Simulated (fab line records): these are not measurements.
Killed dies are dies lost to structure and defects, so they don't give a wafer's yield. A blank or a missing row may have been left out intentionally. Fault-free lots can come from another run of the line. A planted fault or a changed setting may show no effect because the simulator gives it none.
Matching of chambers    flow nand-harc    3 sister chambers for NHARC_A_SLIT_DEP_25 on pecvd-04
The step deposits SiO2, target thk 200 nm. 22 wafers are shown with their chamber, then 11 later ones without.

## WAFERS PAIRED WITH THEIR CHAMBERS
wafer   chamber  heater-power-outer-w (W)  showerhead-vpp-V (V)  heater-power-w (W)
L075.2  1        275                       1841                  480
L075.3  2        202                       1986                  477
L075.4  0        373                       1738                  636
L078.2  0        381                       1777                  617
L078.3  1        281                       1799                  487
L078.5  0        384                       1771                  621
L076.1  2        179                       1925                  446
L076.2  0        377                       1771                  628
L076.3  1        192                       1818                  387
L080.1  2        206                       1930                  485
L080.2  1        216                       1821                  417
L080.5  2        210                       1908                  494
L081.1  2        236                       1902                  501
L081.2  1        237                       1826                  442
L081.5  1        237                       1818                  452
L085.2  2        204                       1912                  486
L085.5  0        369                       1771                  595
L085.6  2        212                       1947                  488
L086.2  0        393                       1775                  657
L086.4  2        231                       1916                  522
L086.5  1        224                       1824                  433
L089.1  2        221                       1934                  504

SIGNATURES (means of the wafers above)
reading               chamber 0  chamber 1  chamber 2  scatter within a chamber
heater-power-outer-w  379.50     237.43     211.22     21.4
showerhead-vpp-V      1767.17    1821.00    1928.89    19.5
heater-power-w        625.67     442.57     489.22     26.1
Rule: for each reading, subtract the chamber's mean from the wafer's reading, divide by that reading's scatter and square the result; add these up over the readings and take the root, which gives the wafer's distance from the chamber. If the next closest chamber is less than 2 further off than the closest, the wafer can't be placed; otherwise it belongs to the closest. The scatter: the root of (the sum of the squares of (reading less its chamber's mean) over the shown wafers, divided by (wafers less chambers)).

## WAFERS WITHOUT THEIR CHAMBER
wafer   heater-power-outer-w (W)  showerhead-vpp-V (V)  heater-power-w (W)
L089.3  402                       1802                  627
L089.4  198                       1810                  383
L090.4  153                       1941                  418
L090.5  269                       1828                  489
L090.6  404                       1793                  630
L096.1  208                       1782                  420
L096.5  215                       1824                  432
L096.6  227                       1933                  521
L097.1  362                       1743                  584
L097.2  240                       1912                  537
L097.6  174                       1839                  380

## THE CHAMBER EACH PASSED THROUGH
wafer   from the rows above  in truth
L089.3  0                    0
L089.4  1                    1
L090.4  2                    2
L090.5  1                    1
L090.6  0                    0
L096.1  1                    1
L096.5  1                    1
L096.6  2                    2
L097.1  0                    0
L097.2  2                    2
L097.6  1                    1
Placed correctly: 11 of 11. Can't be placed from these rows: 0. 0 placed wrongly.
